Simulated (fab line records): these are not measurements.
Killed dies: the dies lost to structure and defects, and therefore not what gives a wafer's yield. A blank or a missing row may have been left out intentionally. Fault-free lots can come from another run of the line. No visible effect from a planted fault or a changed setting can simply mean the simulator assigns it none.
Which tool is to blame? | flow nand_harc | 13 lots with 39 wafers sampled at 4 steps, on a route of 1302 steps

WHAT THE GAUGES SHOWED, per wafer
The record holds no reading of a measuring or inspecting step that can be judged against a usual standard deviation.

EACH LOT AND THE TOOL THAT RAN IT (in order: tool; ch and the chambers of the sampled wafers; start)
lot  | NHARC_A_BLC_DEGAS_30         | NHARC_A_M0_DESCUM_14               | NHARC_A_M0_ETCH_34                 | NHARC_A_M0_ETCH_15
L328 | pvd_sputter-03, day 22 16:25 | rie_diel-06 ch 0,2,3, day 22 19:01 | rie_diel-06 ch 0,2,3, day 22 19:05 | rie_diel-06 ch 0,2,3, day 22 19:11
L329 | pvd_sputter-02, day 23 00:48 | rie_diel-05 ch 0,1,2, day 23 03:11 | rie_diel-05 ch 0,1,3, day 23 03:16 | rie_diel-05 ch 0,2,3, day 23 03:21
L330 | pvd_sputter-01, day 23 09:03 | rie_diel-05 ch 0,1,3, day 23 11:24 | rie_diel-05 ch 0,2,3, day 23 11:28 | rie_diel-05 ch 0,1,2, day 23 11:34
L332 | pvd_sputter-03, day 23 22:25 | rie_diel-06 ch 1,2,3, day 24 00:44 | rie_diel-06 ch 1,3, day 24 00:50   | rie_diel-06 ch 1,3, day 24 00:57
L333 | pvd_sputter-02, day 24 23:02 | rie_diel-06 ch 0,1,3, day 25 01:24 | rie_diel-06 ch 1,2,3, day 25 01:29 | rie_diel-06 ch 0,1,2, day 25 01:35
L334 | pvd_sputter-01, day 25 00:52 | rie_diel-08 ch 0,2,3, day 25 03:12 | rie_diel-08 ch 2,3, day 25 03:16   | rie_diel-08 ch 1,2,3, day 25 03:22
L337 | pvd_sputter-02, day 25 20:20 | rie_diel-05 ch 0,3, day 25 22:48   | rie_diel-05 ch 1,2, day 25 22:53   | rie_diel-05 ch 0,3, day 25 22:59
L335 | pvd_sputter-03, day 25 21:28 | rie_diel-05 ch 0,2, day 25 23:56   | rie_diel-05 ch 0,1,3, day 26 00:01 | rie_diel-05 ch 1,2,3, day 26 00:06
L336 | pvd_sputter-01, day 25 21:41 | rie_diel-06 ch 2,3, day 26 00:09   | rie_diel-06 ch 0,1,2, day 26 00:14 | rie_diel-06 ch 0,1,3, day 26 00:20
L341 | pvd_sputter-03, day 27 20:28 | rie_diel-05 ch 1,3, day 27 22:55   | rie_diel-05 ch 1,2, day 27 22:59   | rie_diel-05 ch 1,2,3, day 27 23:05
L343 | pvd_sputter-02, day 28 11:26 | rie_diel-05 ch 0,2,3, day 28 13:55 | rie_diel-05 ch 0,2,3, day 28 13:59 | rie_diel-05 ch 0,1,3, day 28 14:05
L342 | pvd_sputter-02, day 28 16:17 | rie_diel-05 ch 0,1, day 28 18:40   | rie_diel-05 ch 0,2,3, day 28 18:46 | rie_diel-05 ch 1,2,3, day 28 18:52
L351 | pvd_sputter-01, day 32 07:55 | rie_diel-05 ch 1,2,3, day 32 10:34 | rie_diel-05 ch 1,2,3, day 32 10:39 | rie_diel-05 ch 0,1,2, day 32 10:44
- NHARC_A_BLC_DEGAS_30: time 60 s.
- NHARC_A_M0_DESCUM_14: chemistry O2, time 3 s.
- NHARC_A_M0_ETCH_34: etches the open film in N2/H2, target depth 40 nm, overetch 12 nm, time 43.94 s.
- NHARC_A_M0_ETCH_15: etches the open film in C4F8/Ar, target depth 150 nm, overetch 15 nm, time 82.5 s.

WHAT THE TOOLS THEMSELVES READ (means of the sampled wafers that have a number; where no wafer has one, the mark that the record gives instead)
NHARC_A_BLC_DEGAS_30.
lot  | tool           | heater_power_w (W)
L328 | pvd_sputter-03 | 467
L329 | pvd_sputter-02 | 489
L330 | pvd_sputter-01 | 454
L332 | pvd_sputter-03 | 483
L333 | pvd_sputter-02 | 465
L334 | pvd_sputter-01 | 457
L337 | pvd_sputter-02 | 459
L335 | pvd_sputter-03 | 423
L336 | pvd_sputter-01 | 477
L341 | pvd_sputter-03 | 450
L343 | pvd_sputter-02 | 460
L342 | pvd_sputter-02 | 447
L351 | pvd_sputter-01 | 430

NHARC_A_M0_DESCUM_14.
lot  | tool        | drypump_motor_current_A (A) | oes_product_au (a.u.) | rf_vpp_V (V) | showerhead_plenum_p_Torr (Torr) | throttle_valve_pct (%)
L328 | rie_diel-06 | 6.1                         | 0.998                 | 58.5         | 1.97                            | 11.320
L329 | rie_diel-05 | 5.9                         | 1.000                 | 58.2         | 1.92                            | 11.316
L330 | rie_diel-05 | 5.8                         | 0.986                 | 57.4         | 1.86                            | 11.315
L332 | rie_diel-06 | 5.9                         | 1.003                 | 58.3         | 1.88                            | 11.317
L333 | rie_diel-06 | 6.1                         | 1.001                 | 58.4         | 1.90                            | 11.307
L334 | rie_diel-08 | 5.5                         | 0.993                 | 58.2         | 1.92                            | 11.316
L337 | rie_diel-05 | 5.8                         | 1.001                 | 57.6         | 1.86                            | 11.319
L335 | rie_diel-05 | 5.7                         | 1.011                 | 58.0         | 1.95                            | 11.307
L336 | rie_diel-06 | 5.9                         | 1.013                 | 58.6         | 1.95                            | 11.311
L341 | rie_diel-05 | 5.6                         | 1.000                 | 58.0         | 1.81                            | 11.322
L343 | rie_diel-05 | 5.7                         | 0.999                 | 57.2         | 1.89                            | 11.306
L342 | rie_diel-05 | 6.0                         | 0.987                 | 57.8         | 1.88                            | 11.308
L351 | rie_diel-05 | 5.7                         | 1.003                 | 57.1         | 1.88                            | 11.324

NHARC_A_M0_ETCH_34.
lot  | tool        | drypump_motor_current_A (A) | oes_product_au (a.u.) | rf_vpp_V (V) | run_length_s (s) | showerhead_plenum_p_Torr (Torr) | throttle_valve_pct (%)
L328 | rie_diel-06 | 6.1                         | 1.012                 | 432.6        | 64.8             | 2.11                            | 14.165
L329 | rie_diel-05 | 5.8                         | 0.994                 | 429.8        | 64.9             | 1.97                            | 14.177
L330 | rie_diel-05 | 5.7                         | 0.981                 | 429.3        | 64.6             | 2.01                            | 14.163
L332 | rie_diel-06 | 6.0                         | 1.017                 | 427.4        | 64.5             | 1.93                            | 14.160
L333 | rie_diel-06 | 6.0                         | 1.006                 | 429.5        | 64.8             | 2.01                            | 14.163
L334 | rie_diel-08 | 5.6                         | 0.998                 | 430.1        | 65.3             | 2.00                            | 14.167
L337 | rie_diel-05 | 5.9                         | 0.996                 | 431.0        | 65.1             | 2.04                            | 14.166
L335 | rie_diel-05 | 5.8                         | 0.999                 | 428.5        | 65.0             | 1.97                            | 14.169
L336 | rie_diel-06 | 6.3                         | 1.021                 | 431.7        | 64.7             | 2.07                            | 14.172
L341 | rie_diel-05 | 5.7                         | 0.998                 | 431.5        | 64.5             | 2.08                            | 14.163
L343 | rie_diel-05 | 5.7                         | 1.002                 | 429.1        | 64.7             | 2.01                            | 14.169
L342 | rie_diel-05 | 5.7                         | 0.999                 | 430.0        | 64.7             | 2.01                            | 14.171
L351 | rie_diel-05 | 5.7                         | 0.995                 | 428.8        | 64.9             | 2.00                            | 14.166

NHARC_A_M0_ETCH_15.
lot  | tool        | oes_product_au (a.u.) | rf_vpp_V (V) | run_length_s (s)
L328 | rie_diel-06 | 0.966                 | 442.8        | 103.5
L329 | rie_diel-05 | 0.969                 | 441.0        | 103.4
L330 | rie_diel-05 | 0.921                 | 441.3        | 103.3
L332 | rie_diel-06 | 0.967                 | 438.1        | 103.3
L333 | rie_diel-06 | 0.980                 | 442.4        | 103.2
L334 | rie_diel-08 | 0.919                 | 439.3        | 104.0
L337 | rie_diel-05 | 0.970                 | 437.7        | 103.3
L335 | rie_diel-05 | 0.965                 | 439.5        | 103.2
L336 | rie_diel-06 | 0.972                 | 441.4        | 103.1
L341 | rie_diel-05 | 0.965                 | 439.7        | 103.3
L343 | rie_diel-05 | 0.961                 | 439.0        | 103.7
L342 | rie_diel-05 | 0.941                 | 440.0        | 103.2
L351 | rie_diel-05 | 0.962                 | 440.8        | 94.6

THE ANSWER, worked out from the rows above alone
Rule: usual is defined by the lots themselves. The widest of any qualifying gaps counts: lots, ordered by their means at a reading, are off when they make up no more than a third of the lots, leave a main group of 4 or more, and stand apart from it by 3 or more times the standard deviation of that group's means. The tables above print the reading to a certain number of digits; a main group whose means all agree to those digits is not used. Also off: a lot with no number at a reading for which 4 or more lots have one. The other lots that the step has rows for count as sound. First the gauges in route order, then the tools' own readings, where a lot's mean is used as printed above. At the first step where some lot is off, the reading lying furthest off is the one used; lots without a number count as furthest.
Off: L351 (NHARC_A_M0_ETCH_15, run_length_s). The main group: mean 103.4 s, standard deviation 0.24.
A tool fits if, at that step or a process step before it, it ran every lot that is off, and no sound lot after the first of them. Undecided on this evidence; 2 tools fit (pvd_sputter-01 at NHARC_A_BLC_DEGAS_30, rie_diel-05 at NHARC_A_M0_DESCUM_14 and NHARC_A_M0_ETCH_34 and NHARC_A_M0_ETCH_15).

WHAT THE SIMULATOR HAD INSERTED
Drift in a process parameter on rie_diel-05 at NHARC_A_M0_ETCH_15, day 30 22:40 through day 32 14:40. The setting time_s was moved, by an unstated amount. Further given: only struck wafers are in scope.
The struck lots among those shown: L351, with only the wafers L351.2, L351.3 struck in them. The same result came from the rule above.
